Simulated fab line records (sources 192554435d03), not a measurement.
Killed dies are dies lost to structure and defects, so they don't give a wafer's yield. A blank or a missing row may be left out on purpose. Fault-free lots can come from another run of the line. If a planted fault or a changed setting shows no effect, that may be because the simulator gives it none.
Which tool was responsible? ; flow n5 finfet ; 45 wafers from 15 lots sampled at 4 of the route's 1938 steps

WHAT EACH GAUGE READ, for each wafer
N5_MIM_BOT_LITHO_CD_MEAS_08: the cd target is 3000 nm.
lot;measured;on;cd nm (nm)
L784;day 12 05:38;cd sem-02;3001.0 3002.3 3002.1
L785;day 12 16:31;cd sem-03;2999.7 3001.7 2999.4
L788;day 13 09:08;cd sem-02;3002.5 2999.8 3000.0
L787;day 13 11:05;cd sem-03;2998.5 2999.9 3000.1
L794;day 14 12:59;cd sem-02;2999.7 2999.4 2999.7
L795;day 14 21:54;cd sem-02;3001.9 3000.7 3002.0
L796;day 15 02:07;cd sem-01;3001.5 3002.9 3002.9
L797;day 15 14:33;cd sem-01;3001.6 3000.5 2999.8
L800;day 15 23:41;cd sem-01;3000.8 2997.6 2997.1
L801;day 16 15:13;cd sem-01;2998.0 2999.7 2998.4
L803;day 16 18:12;cd sem-01;2999.7 2998.1 2999.4
L805;day 17 08:01;cd sem-02;3001.9 3001.1 2999.2
L802;day 17 09:47;cd sem-01;3001.3 2999.0 3001.2
L806;day 17 12:59;cd sem-03;3000.3 3000.3 3000.5
L807;day 18 09:47;cd sem-01;3000.1 3000.1 3001.7

N5_PASSIVATION_OVL_MEAS_60.
lot;measured;on;TV_OVL (nm)
L784;day 12 09:11;overlay-02;-8 -1 -4
L785;day 12 21:46;overlay-02;-15 -6 -13
L788;day 13 15:02;overlay-02;-10 -11 -5
L787;day 13 21:58;overlay-02;-10 -2 -9
L794;day 14 15:17;overlay-01;- - -
L795;day 14 23:35;overlay-01;- - -
L796;day 15 03:59;overlay-01;- - -
L797;day 15 16:43;overlay-01;-3 -3 -10
L800;day 16 01:14;overlay-02;-7 -8 -10
L801;day 16 22:36;overlay-02;-12 -1 -10
L803;day 16 22:46;overlay-02;7 0 -3
L805;day 17 10:20;overlay-02;-6 -11 -10
L802;day 17 11:20;overlay-01;-8 -13 -8
L806;day 17 14:40;overlay-02;-20 -10 -10
L807;day 18 11:37;overlay-02;-6 1 -2

TOOL THAT RAN EACH LOT (tool first, then ch and the chambers of the sampled wafers, then the start)
lot;N5_MIM_BOT_ETCH_ETCH_04;N5_PASSIVATION_DEVELOP_09
L784;rie diel-04 ch 0,3, day 12 05:59;litho track-02 ch 0, day 12 09:03
L785;rie diel-06 ch 0,1,3, day 12 16:40;litho track-05 ch 0, day 12 21:37
L788;rie diel-06 ch 0,1,3, day 13 09:17;litho track-01 ch 0, day 13 14:53
L787;rie diel-05 ch 1,2, day 13 11:14;litho track-02 ch 0, day 13 21:50
L794;rie diel-04 ch 0,1,3, day 14 13:46;litho track-02, day 14 15:08
L795;rie diel-04 ch 0,1,2, day 14 22:13;litho track-02, day 14 23:26
L796;rie diel-04 ch 2,3, day 15 02:32;litho track-05, day 15 03:50
L797;rie diel-04 ch 0,1,2, day 15 14:50;litho track-01 ch 0, day 15 16:34
L800;rie diel-05 ch 1,2,3, day 15 23:50;litho track-01 ch 0, day 16 01:05
L801;rie diel-05 ch 1,2,3, day 16 16:29;litho track-02 ch 0, day 16 22:27
L803;rie diel-06 ch 0,1,3, day 16 18:30;litho track-02 ch 0, day 16 22:37
L805;rie diel-05 ch 0,1,2, day 17 08:10;litho track-02 ch 0, day 17 10:11
L802;rie diel-06 ch 1,2, day 17 09:56;litho track-02 ch 0, day 17 11:11
L806;rie diel-04 ch 0,1, day 17 13:08;litho track-02 ch 0, day 17 14:31
L807;rie diel-05 ch 0,2, day 18 09:59;litho track-02 ch 0, day 18 11:28
- N5_MIM_BOT_ETCH_ETCH_04: etches SiNx in CF4/O2, target depth 26 nm, time 13 s.
- N5_PASSIVATION_DEVELOP_09: develop time 60 s.

AS READ BY THE TOOLS THEMSELVES (means over the sampled wafers that have a number; for cases with no such wafer, the mark the record gives instead)
N5_MIM_BOT_ETCH_ETCH_04.
lot;tool;drypump motor current A (A);mfc ar sccm (sccm);oes product au (a.u.);rf vpp V (V);showerhead plenum p Torr (Torr);throttle valve pct (%)
L784;rie diel-04;6.1;99.65;0.87;242.0;2.27;15.74
L785;rie diel-06;5.6;99.79;0.76;240.3;2.19;15.94
L788;rie diel-06;5.6;100.07;0.76;240.8;2.18;15.94
L787;rie diel-05;5.4;100.06;0.85;241.6;2.15;15.81
L794;rie diel-04;5.9;100.18;0.83;241.9;2.29;15.86
L795;rie diel-04;5.8;100.25;0.79;241.7;2.28;16.03
L796;rie diel-04;5.7;100.01;0.76;240.3;2.21;16.09
L797;rie diel-04;5.8;99.84;0.78;241.3;2.27;16.04
L800;rie diel-05;5.9;99.97;0.77;240.1;2.15;16.01
L801;rie diel-05;5.9;100.23;0.76;240.7;2.15;16.02
L803;rie diel-06;5.6;100.12;0.85;242.2;2.26;15.84
L805;rie diel-05;5.7;99.93;0.79;239.5;2.13;16.00
L802;rie diel-06;5.8;99.88;0.85;240.5;2.21;15.76
L806;rie diel-04;6.2;99.67;0.83;241.9;2.32;15.77
L807;rie diel-05;5.4;100.08;0.79;239.2;2.14;15.92

N5_PASSIVATION_DEVELOP_09.
lot;tool;chill plate temp C (C);developer temp C (C)
L784;litho track-02;22.97;21.13
L785;litho track-05;22.92;21.05
L788;litho track-01;23.04;21.17
L787;litho track-02;22.88;20.97
L794;litho track-02;-;-
L795;litho track-02;-;-
L796;litho track-05;-;-
L797;litho track-01;22.98;20.83
L800;litho track-01;22.97;21.03
L801;litho track-02;22.97;21.07
L803;litho track-02;23.05;20.99
L805;litho track-02;23.02;20.90
L802;litho track-02;23.11;20.93
L806;litho track-02;23.03;21.05
L807;litho track-02;23.12;20.94

THE ANSWER, worked out from the rows above alone
Rule: what is usual is taken from the lots themselves. Put in order of their means at a reading, lots are off if they are a third of the lots or fewer, leave a main group of 4 or more, and stand apart from it by a gap of 3 or more times the standard deviation of the main group's means; of several such gaps the widest counts. A main group is skipped when, at the precision printed for the reading in the tables above, its means are all equal. Also off: a lot with no number at a reading for which 4 or more lots have one. The other lots that the step has rows for count as sound. First the gauges in route order, then the tools' own readings, where a lot's mean is used as printed above. The first step at which some lot is off is used, and at that step the reading that is off furthest; a lot without a number counts as furthest.
Off: at N5_PASSIVATION_OVL_MEAS_60 (TV_OVL), L794, L795, L796. Without a number there: L794, L795, L796. For the main group the mean is -7 nm and the standard deviation 3.8.
If a tool, at a process step before that reading, ran all the lots that are off and no sound lot after the first of them, it fits. Not tried: the gauges at N5_PASSIVATION_OVL_MEAS_60; whatever is off there is also off at N5_PASSIVATION_DEVELOP_09, on other tools, and gauge error can't account for it. None of those tried fits.

WHAT THE SIMULATOR HAD PUT IN
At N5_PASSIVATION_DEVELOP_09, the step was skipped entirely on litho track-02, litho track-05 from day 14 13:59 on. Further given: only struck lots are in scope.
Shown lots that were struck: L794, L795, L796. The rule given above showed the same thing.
